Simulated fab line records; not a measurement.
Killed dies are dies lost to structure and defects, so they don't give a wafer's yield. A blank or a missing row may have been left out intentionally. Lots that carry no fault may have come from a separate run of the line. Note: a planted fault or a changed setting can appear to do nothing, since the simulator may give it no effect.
Matching of chambers || flow n5 finfet || N5_BEOL_M10_ETCH_61 on rie diel-05 has 4 sister chambers
The step etches SiARC in CF4, target depth 39 nm, time 65 s. 4 wafers are shown with their chamber, then 7 later ones without.

== EACH WAFER AND ITS CHAMBER ==
{"wafer": "L083.2", "chamber": 2, "showerhead plenum p Torr (Torr)": 2.20}
{"wafer": "L083.5", "chamber": 3, "showerhead plenum p Torr (Torr)": 2.26}
{"wafer": "L087.1", "chamber": 1, "showerhead plenum p Torr (Torr)": 2.04}
{"wafer": "L087.2", "chamber": 0, "showerhead plenum p Torr (Torr)": 2.15}

== WAFERS WITH NO CHAMBER GIVEN ==
{"wafer": "L087.6", "showerhead plenum p Torr (Torr)": 2.15}
{"wafer": "L092.2", "showerhead plenum p Torr (Torr)": 2.15}
{"wafer": "L092.5", "showerhead plenum p Torr (Torr)": 2.15}
{"wafer": "L092.6", "showerhead plenum p Torr (Torr)": 2.04}
{"wafer": "L097.4", "showerhead plenum p Torr (Torr)": 2.04}
{"wafer": "L097.5", "showerhead plenum p Torr (Torr)": 2.14}
{"wafer": "L097.6", "showerhead plenum p Torr (Torr)": 2.25}

== WHICH CHAMBER EACH ONE RAN IN ==
{"wafer": "L087.6", "from the rows above": 0, "in truth": 0}
{"wafer": "L092.2", "from the rows above": 0, "in truth": 0}
{"wafer": "L092.5", "from the rows above": 0, "in truth": 0}
{"wafer": "L092.6", "from the rows above": 1, "in truth": 1}
{"wafer": "L097.4", "from the rows above": 1, "in truth": 1}
{"wafer": "L097.5", "from the rows above": 0, "in truth": 0}
{"wafer": "L097.6", "from the rows above": 3, "in truth": 3}
Placed correctly: 7 of 7. Number that these rows cannot place: 0. Number placed wrongly: 0.
How it was worked out, from the rows above alone: a wafer's distance from a chamber is the root of the sum, over the readings, of the square of ((its reading less the chamber's mean) divided by the reading's scatter). If the next closest chamber is less than 2 further off than the closest, the wafer can't be placed; otherwise it belongs to the closest. Each chamber's mean is taken over the wafers shown for it. The scatter (one wafer shown for each chamber): square how far every hidden wafer sits from the nearest shown wafer, average those squares and take the square root.
